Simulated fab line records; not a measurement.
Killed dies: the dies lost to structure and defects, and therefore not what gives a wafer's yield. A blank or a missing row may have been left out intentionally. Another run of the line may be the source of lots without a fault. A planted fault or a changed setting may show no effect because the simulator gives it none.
A lot that was struck, set against a sound lot / flow nand-harc / 15 out of 1302 route steps
Sound: the wafers L170.2, L170.4, L170.6. Wafers struck: L176.2, L176.3, L176.6. The cause comes at the end.
For every step that has rows: the tool of each side, followed by ch and its chambers, followed by its first start. Under that, the readings that differ: sound wafers / struck wafers / difference of the means / sigmas: that difference in standard deviations of wafers without a fault.
alike: readings whose means differ by less than 2 such deviations, and words and numbers that are the same on both sides. not compared: withheld readings, readings that some wafer has no value for, bounds like >300 that may hide the same value, and numbers for which the record gives no deviation and whose values overlap.
The two part at a step that has a row with sigmas, a row that says differs or no value, or rows on one side only. When numbers do not overlap yet have no deviation, they are printed without sigmas and do not part them. Lack of a reading on every wafer of one side parts them only where that side has two or more wafers.

first, 3 steps without rows for these wafers: NHARC_A_M1_EXPOSE_06 (exposes mask A M1, target cd 120 nm); NHARC_A_M1_PEB_07 (peb time 65 s); NHARC_A_M1_DEVELOP_08 (develop time 35 s).
NHARC_A_M1_CD_MEAS_09: target cd 120 nm.
  sound on cd-sem-02 ch 0, day 27 01:30; struck on cd-sem-03 ch 0, day 29 21:23
  alike: cd-nm
NHARC_A_M1_OVL_MEAS_10: pitch 240 nm.
  sound on overlay-02, day 27 01:35; struck on overlay-02, day 29 21:28
reading=overlay-x-nm (nm); sound=-1.9 -1.4 -1.4; struck=0.2 -0.4 -0.2; difference=+1.4; sigmas=+2
  alike: overlay-y-nm
NHARC_A_M1_INSPECT_11:
  sound on defect-inspect-01, day 27 01:38; struck on defect-inspect-01, day 29 21:31
reading=raw-defect-count; sound=26 22 25; struck=117 115 98; difference=+86; sigmas=+2
then, 1 step without rows for these wafers: NHARC_A_M1_DESCUM_14 (chemistry O2, time 3 s).
NHARC_A_M1_ETCH_35: etches the open film in N2/H2, target depth 40 nm, overetch 12 nm, time 43.94 s.
  sound on rie-diel-02 ch 0,2,3, day 27 01:47; struck on rie-diel-10 ch 0,2,3, day 29 21:40
  alike: drypump-motor-current-A, oes-product-au, rf-fwd-power-W, rf-vpp-V, showerhead-plenum-p-Torr, throttle-valve-pct
  not compared: rf-hours-counter-h
NHARC_A_M1_ETCH_15: etches the open film in C4F8/Ar, target depth 182.5 nm, time 91.2 s.
  sound on rie-diel-02 ch 0,1,2; struck on rie-diel-10 ch 0,1,3
  alike: oes-product-au, rf-fwd-power-W, rf-vpp-V
  not compared: rf-hours-counter-h
NHARC_A_M1_CD_MEAS_16:
  sound on cd-sem-03, day 27 02:00; struck on cd-sem-03, day 29 21:53
  alike: cd-nm
NHARC_A_M1_STRIP_18: strips in N2/H2.
  sound on rie-diel-02 ch 1,3, day 27 02:04; struck on rie-diel-10 ch 0,1, day 29 21:57
reading=drypump-motor-current-A (A); sound=5.3 4.9 4.9; struck=6.2 5.8 6.2; difference=+1.0; sigmas=+2
  alike: chamber-pressure-mTorr, oes-product-au, power-w, rf-fwd-power-W, rf-vpp-V, showerhead-plenum-p-Torr, throttle-valve-pct
  not compared: rf-hours-counter-h
NHARC_A_M1_ETCH_28: etches the open film in CF4/N2, target depth 30 nm, time 72.99 s.
  sound on rie-diel-02 ch 1,2; struck on rie-diel-10 ch 1,2
reading=rf-fwd-power-W (W); sound=298.4 298.8 299.8; struck=296.0 297.0 298.1; difference=-2.0; sigmas=-2
  alike: drypump-motor-current-A, oes-product-au, rf-vpp-V, showerhead-plenum-p-Torr, throttle-valve-pct
  not compared: rf-hours-counter-h
NHARC_A_M1_STRIP_19: strips in post etch residue remover, time 600 s.
  sound on wet-bench-10 ch 1,2,4, day 27 02:26; struck on wet-bench-10 ch 1,4,6, day 29 22:19
  no value came back on the struck wafers for bath-heat-duty-pct (%), run-length-s (s); on the sound wafers bath-heat-duty-pct (%) reads 13.3 13.2 13.3
NHARC_A_M1_DEGAS_29: time 60 s.
  sound on pvd-sputter-01, day 27 02:43; struck on pvd-sputter-03, day 29 22:35
  alike: heater-power-w
NHARC_END_SORT_01:
  sound on prober-02 ch 0, day 28 12:52; struck on prober-01 ch 0, day 31 11:25
  alike: defect-limited-yield, killed-at-array, killed-at-other, killed-at-periphery, killed-dies, killed-open, killed-short, sort_bin_2_pct, sort_bin_3_pct, sort_bin_4_pct, sort-n-pass, sort-rim-yield-pct, sort-yield-pct

== WHERE THEY PART ==
First at NHARC_A_M1_OVL_MEAS_10; last, within this record, at NHARC_A_M1_STRIP_19. Later steps at which nothing parts them and some readings are alike: NHARC_A_M1_DEGAS_29, NHARC_END_SORT_01.

WHY: what had been put in by the simulator
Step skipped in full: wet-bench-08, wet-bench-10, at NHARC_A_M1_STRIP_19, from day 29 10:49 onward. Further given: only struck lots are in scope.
